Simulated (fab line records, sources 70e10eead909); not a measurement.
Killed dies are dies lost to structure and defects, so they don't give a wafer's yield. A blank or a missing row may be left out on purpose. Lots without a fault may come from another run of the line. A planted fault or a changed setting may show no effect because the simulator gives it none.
A struck lot beside a sound one | flow nand_harc | 39 steps out of a route of 1159
Sound: wafers L744.1, L744.2, L744.4. Struck: wafer L755.4. (L755.3, L755.5 of the same lot were not struck and are left out.) The cause comes at the end.
At each step with rows: each side's tool, then ch and its chambers, then its first start. Under that, the readings that differ: sound wafers | struck wafers | difference of the means | sigmas: that difference in standard deviations of wafers without a fault.
alike: readings whose means differ by less than 2 such deviations, and words and numbers that are the same on both sides. not compared: withheld readings, readings that some wafer has no value for, bounds like >300 that may hide the same value, and numbers for which the record gives no deviation and whose values overlap.
The two part at a step that has a row with sigmas, a row that says differs or no value, or rows on one side only. Numbers that don't overlap but have no deviation are shown without sigmas and don't part them. A reading that every wafer of one side lacks parts them only if that side has two wafers or more.

first, 9 steps without rows for these wafers: NHARC_A_CONTACT_COAT_35 (time 65 s); NHARC_A_CONTACT_COAT_36 (resist thk 90 nm); NHARC_A_CONTACT_SOFTBAKE_37 (time 55 s); NHARC_A_CONTACT_EBR_38; NHARC_A_CONTACT_EXPOSE_39 (exposes mask A CC 3); NHARC_A_CONTACT_PEB_40 (peb time 65 s); NHARC_A_CONTACT_DEVELOP_41 (develop time 35 s); NHARC_A_CONTACT_DESCUM_47 (chemistry O2, time 3 s); NHARC_A_CONTACT_ETCH_48 (etches the open film in CF4, target depth 39 nm, time 65 s).
NHARC_A_CONTACT_ETCH_49: etches the open film in N2/H2, target depth 260 nm, time 475.3 s.
  sound on rie_diel-06 ch 1,2,3, day 19 01:41; struck on rie_diel-06 ch 1, day 21 19:22
  reading                | sound | struck | difference | sigmas
  rf_hours_counter_h (h) | 4 2 2 | 29     | +26        |
  alike: chamber_pressure_mTorr, drypump_motor_current_A, mfc_ar_sccm, oes_product_au, rf_vpp_V, showerhead_plenum_p_Torr, throttle_valve_pct
then, 28 steps without rows for these wafers: NHARC_A_CONTACT_ETCH_50 (etches the open film in CF4/CHF3, target depth 84.7 nm, time 42.4 s); NHARC_A_CONTACT_ETCH_51 (etches the open film in O2/COS, target depth 3600 nm, time 936 s); NHARC_A_CONTACT_ETCH_111 (etches the open film in C4F8/O2/Ar, time 140 s, target depth 700 nm); NHARC_A_CONTACT_ETCH_112 (etches the open film in C4F8/O2/Ar, time 94 s, target depth 922 nm); NHARC_A_CONTACT_ETCH_113 (etches the open film in C4F8/O2/Ar, time 94 s, target depth 922 nm); NHARC_A_CONTACT_ETCH_114 (etches the open film in C4F8/O2/Ar, time 94 s, target depth 922 nm); NHARC_A_CONTACT_ETCH_115 (etches the open film in C4F8/O2/Ar, time 94 s, target depth 922 nm); NHARC_A_CONTACT_ETCH_116 (etches the open film in C4F8/O2/Ar, time 94 s, target depth 922 nm); NHARC_A_CONTACT_ETCH_117 (etches the open film in C4F8/O2/Ar, time 94 s, target depth 922 nm); NHARC_A_CONTACT_ETCH_118 (etches the open film in C4F8/O2/Ar, time 94 s, target depth 922 nm); NHARC_A_CONTACT_ETCH_119 (etches the open film in C4F8/O2/Ar, time 94 s, target depth 922 nm); NHARC_A_CONTACT_ETCH_120 (etches the open film in C4F8/O2/Ar, time 94 s, target depth 922 nm); NHARC_A_CONTACT_ETCH_121 (etches the open film in C4F8/O2/Ar, time 94 s, target depth 922 nm); NHARC_A_CONTACT_ETCH_122 (etches the open film in C4F8/O2/Ar, time 95 s, target depth 930 nm); NHARC_A_CONTACT_ETCH_123 (etches the open film in C4F8/O2/Ar, time 253 s, target depth 1090 nm); NHARC_A_CONTACT_ETCH_90 (etches the open film in CH3F/O2, target depth 40 nm, time 85.7 s); NHARC_A_CONTACT_ETCH_96 (etches the open film in C4F6/O2, target depth 20 nm, time 10 s); NHARC_A_CONTACT_STRIP_99 (strips in N2/H2); NHARC_A_CONTACT_STRIP_100 (strips in CF4/CHF3); NHARC_A_CONTACT_STRIP_101 (strips in O2/COS); NHARC_A_CONTACT_ETCH_102 (etches the open film in CF4/O2, target depth 70 nm, overetch 7 nm, time 38.5 s); NHARC_A_CONTACT_STRIP_55 (strips in O2); NHARC_A_CONTACT_STRIP_56 (strips in post etch residue remover, time 600 s); NHARC_A_CONTACT_DEP_57 (deposits aC, target thk 2800 nm); NHARC_A_CONTACT_DEP_58 (deposits SiON, target thk 60 nm); NHARC_A_CONTACT_DEHYDRATE_59 (time 120 s); NHARC_A_CONTACT_HMDS_60 (time 30 s); NHARC_A_CONTACT_COAT_61 (time 75 s).
-- the record jumps here: 4 days lie between the struck wafers' starts before and after (it left off in module A_CONTACT and takes up again in module END, whose first step shown is number 1159 of the route) --
NHARC_END_SORT_01:
  the record has rows for the struck wafers here (prober-02 ch 0, day 26 05:05) and none for the sound ones

WHERE THEY PART
Only at NHARC_END_SORT_01, within this record.

WHY: what the simulator had put in
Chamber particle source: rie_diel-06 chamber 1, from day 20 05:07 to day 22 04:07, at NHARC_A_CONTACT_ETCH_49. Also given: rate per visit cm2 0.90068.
